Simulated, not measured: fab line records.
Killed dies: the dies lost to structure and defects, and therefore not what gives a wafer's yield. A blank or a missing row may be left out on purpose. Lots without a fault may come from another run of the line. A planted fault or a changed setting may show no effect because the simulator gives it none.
Which tool did it? ; flow n5_finfet ; 26 wafers from 9 lots sampled at 4 of the route's 1938 steps

WHAT EACH GAUGE READ, for each wafer
N5_FIN_SAQP_THK_MEAS_07.
lot;measured;on;thk_nm (nm)
L491;day 2 05:06;film_metro-01;60.0 61.1 60.6
L493;day 2 15:06;film_metro-02;59.2 58.6 60.3
L494;day 3 01:34;film_metro-02;60.5 60.4 61.7
L497;day 3 15:34;film_metro-01;58.5 59.6 60.6
L500;day 4 11:25;film_metro-02;59.2 59.6 60.6
L504;day 5 09:13;film_metro-02;100.2 58.5 60.4
L506;day 5 21:11;film_metro-01;100.7 60.5
L512;day 7 08:56;film_metro-01;58.5 60.8 60.7
L513;day 7 16:34;film_metro-01;60.4 60.4 59.1

TOOL THAT RAN EACH LOT (tool first, then ch and the chambers of the sampled wafers, then the start)
lot;N5_WELL_APT_EPI_41;N5_PMOS_HMC_CHANNEL_EPI_CMP_21;N5_FIN_SAQP_PECVD_06
L491;epi_rpcvd-01 ch 0, day 1 23:38;cmp-03 ch 0,2,3, day 2 03:06;pecvd-01 ch 0,1, day 2 05:01
L493;epi_rpcvd-02 ch 0, day 2 10:20;cmp-03 ch 0,1,3, day 2 13:30;pecvd-03 ch 0,2, day 2 15:01
L494;epi_rpcvd-03 ch 0, day 2 17:10;cmp-03 ch 2,3, day 2 22:41;pecvd-02 ch 0,1, day 3 01:26
L497;epi_rpcvd-01 ch 0, day 3 10:08;cmp-03 ch 2,3, day 3 13:37;pecvd-03 ch 0,1,2, day 3 15:29
L500;epi_rpcvd-03 ch 0, day 4 05:20;cmp-03 ch 0,1,2, day 4 09:08;pecvd-02 ch 0,2, day 4 11:20
L504;epi_rpcvd-02 ch 0, day 5 04:29;cmp-04 ch 0,3, day 5 07:22;pecvd-02 ch 0,1,2, day 5 09:08
L506;epi_rpcvd-02 ch 0, day 5 16:34;cmp-04 ch 1,2, day 5 19:20;pecvd-02 ch 1,2, day 5 21:07
L512;epi_rpcvd-02 ch 0, day 7 03:59;cmp-04 ch 0,2,3, day 7 07:07;pecvd-03 ch 0,1,2, day 7 08:50
L513;epi_rpcvd-03 ch 0, day 7 10:40;cmp-03 ch 1,2,3, day 7 14:34;pecvd-03 ch 1,2, day 7 16:29
- N5_WELL_APT_EPI_41: deposits Si from SiH4/H2, target thk 50 nm, time 297.7 s.
- N5_PMOS_HMC_CHANNEL_EPI_CMP_21: polishes SiGe30, target thk 54 nm.
- N5_FIN_SAQP_PECVD_06: deposits a-Si from SiH4/He, target thk 60 nm, time 48.1 s.

THE ANSWER, worked out from the rows above alone
Rule: what is usual is taken from the lots themselves. Put in order of their means at a reading, lots are off if they are a third of the lots or fewer, leave a main group of 4 or more, and stand apart from it by a gap of 3 or more times the standard deviation of the main group's means; of several such gaps the widest counts. A main group whose means are all the same, to the digits that the tables above print for the reading, isn't used. A lot without any number at a reading at which 4 lots or more have one is off too. Where the step has rows for the other lots, those lots are counted as sound.
Off: L504, L506 (N5_FIN_SAQP_THK_MEAS_07, thk_nm). For the main group the mean is 60.0 nm and the standard deviation 0.49.
A tool fits if, at a process step before that reading, it ran every lot that is off, and no sound lot after the first of them. Those tools and the gauges at N5_FIN_SAQP_THK_MEAS_07 are tried in the same way. One candidate fits, namely pecvd-02 at N5_FIN_SAQP_PECVD_06. A fault onset in the window from L500 (day 4 11:20, its last sound lot) to L504 (day 5 09:08, its first lot off) fits.

WHAT WAS PUT IN BY THE SIMULATOR
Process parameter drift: pecvd-02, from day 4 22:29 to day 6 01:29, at N5_FIN_SAQP_PECVD_06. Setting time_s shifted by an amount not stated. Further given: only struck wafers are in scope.
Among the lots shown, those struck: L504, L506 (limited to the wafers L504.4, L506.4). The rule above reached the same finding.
